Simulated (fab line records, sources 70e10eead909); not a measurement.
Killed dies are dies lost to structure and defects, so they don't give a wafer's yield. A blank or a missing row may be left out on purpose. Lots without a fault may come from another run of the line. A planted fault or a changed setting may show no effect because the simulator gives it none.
Chamber matching | flow nand_harc | NHARC_P_M0_CMP_23 on cmp-01: 4 sister chambers
The step polishes, t overpolish 20 s, target thk 117.54 nm. 8 wafers are shown with their chamber, then 8 later ones without.

WAFERS WITH THEIR CHAMBER
wafer  | chamber | motor_current_A (A) | time_to_endpoint_s (s)
L078.3 | 3       | 12.3                | 27.0
L081.1 | 0       | 13.3                | 27.4
L081.5 | 2       | 13.4                | 31.2
L082.1 | 2       | 13.4                | 27.9
L082.6 | 3       | 12.5                | 32.6
L083.5 | 1       | 12.7                | 28.4
L083.6 | 0       | 12.4                | 22.4
L091.1 | 1       | 12.7                | 30.6

WAFERS WITHOUT THEIR CHAMBER
wafer  | motor_current_A (A) | time_to_endpoint_s (s)
L091.4 | 13.7                | 31.7
L091.5 | 13.0                | 25.5
L096.1 | 13.0                | 32.2
L096.4 | 13.2                | 33.7
L096.6 | 13.5                | 30.9
L096.2 | 12.6                | 33.0
L096.3 | 12.9                | 30.5
L096.5 | 13.6                | 31.6

WHICH CHAMBER EACH WENT THROUGH
wafer  | from the rows above               | in truth
L091.4 | can't be placed: 2 or 1           | 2
L091.5 | can't be placed: 0 or 1 or 2 or 3 | 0
L096.1 | can't be placed: 1 or 2 or 3 or 0 | 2
L096.4 | can't be placed: 2 or 1 or 3 or 0 | 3
L096.6 | can't be placed: 2 or 1           | 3
L096.2 | can't be placed: 1 or 3 or 2 or 0 | 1
L096.3 | can't be placed: 1 or 3 or 2 or 0 | 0
L096.5 | can't be placed: 2 or 1           | 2
Placed correctly: 0 of 8. Can't be placed from these rows: 8 (the true chamber is among the candidates in 7). Placed wrongly: 0.
How it was worked out, from the rows above alone: a wafer's distance from a chamber is the root of the sum, over the readings, of the square of ((its reading less the chamber's mean) divided by the reading's scatter). The wafer belongs to the nearest chamber; if the next one is less than 2 further off, it can't be placed. A chamber's mean is the mean of its shown wafers. The scatter: the root of (the sum of the squares of (reading less its chamber's mean) over the shown wafers, divided by (wafers less chambers)).
